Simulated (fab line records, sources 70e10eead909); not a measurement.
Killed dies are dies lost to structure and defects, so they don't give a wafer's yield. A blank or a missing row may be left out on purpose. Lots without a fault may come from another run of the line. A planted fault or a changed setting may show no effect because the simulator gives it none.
Chamber matching | flow nand_harc | NHARC_A_WL_FILL_ALD_10 on ald_hk-03: 4 sister chambers
The step deposits SiO2, target thk 50 nm, pulse time 10 s, ald cycles 500. 16 wafers are shown with their chamber, then 8 later ones without.

WAFERS WITH THEIR CHAMBER
wafer  | chamber | heater_power_w (W) | precursor_pulse_height_rel
L076.4 | 3       | 486                | 0.997
L076.5 | 0       | 526                | 0.973
L076.6 | 1       | 470                | 1.020
L078.3 | 0       | 518                | 1.021
L078.2 | 3       | 494                | 1.025
L078.6 | 1       | 478                | 1.023
L083.2 | 3       | 492                | 0.963
L083.3 | 2       | 499                | 1.020
L083.4 | 1       | 473                | 0.996
L083.1 | 0       | 519                | 0.980
L083.5 | 0       | 509                | 1.002
L083.6 | 3       | 493                | 1.033
L089.3 | 2       | 487                | 1.013
L089.4 | 0       | 521                | 0.975
L089.5 | 2       | 498                | 1.012
L093.1 | 1       | 460                | 1.020

SIGNATURES (means of the wafers above)
reading                    | chamber 0 | chamber 1 | chamber 2 | chamber 3 | scatter within a chamber
heater_power_w             | 518.60    | 470.25    | 494.67    | 491.25    | 6.15
precursor_pulse_height_rel | 0.99020   | 1.01475   | 1.01500   | 1.00450   | 0.0209
Rule: a wafer's distance from a chamber is the root of the sum, over the readings, of the square of ((its reading less the chamber's mean) divided by the reading's scatter). The wafer belongs to the nearest chamber; if the next one is less than 2 further off, it can't be placed. The scatter: the root of (the sum of the squares of (reading less its chamber's mean) over the shown wafers, divided by (wafers less chambers)).

WAFERS WITHOUT THEIR CHAMBER
wafer  | heater_power_w (W) | precursor_pulse_height_rel
L093.4 | 489                | 0.987
L093.6 | 485                | 1.005
L095.1 | 519                | 1.025
L095.2 | 485                | 1.023
L095.4 | 474                | 0.999
L096.4 | 490                | 0.996
L096.1 | 518                | 0.973
L096.3 | 489                | 0.997

WHICH CHAMBER EACH WENT THROUGH
wafer  | from the rows above          | in truth
L093.4 | can't be placed: 3 or 2      | 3
L093.6 | can't be placed: 3 or 2 or 1 | 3
L095.1 | 0                            | 0
L095.2 | can't be placed: 3 or 2 or 1 | 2
L095.4 | can't be placed: 1 or 3      | 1
L096.4 | can't be placed: 3 or 2      | 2
L096.1 | 0                            | 0
L096.3 | can't be placed: 3 or 2      | 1
Placed correctly: 2 of 8. Can't be placed from these rows: 6 (the true chamber is among the candidates in 5). Placed wrongly: 0.
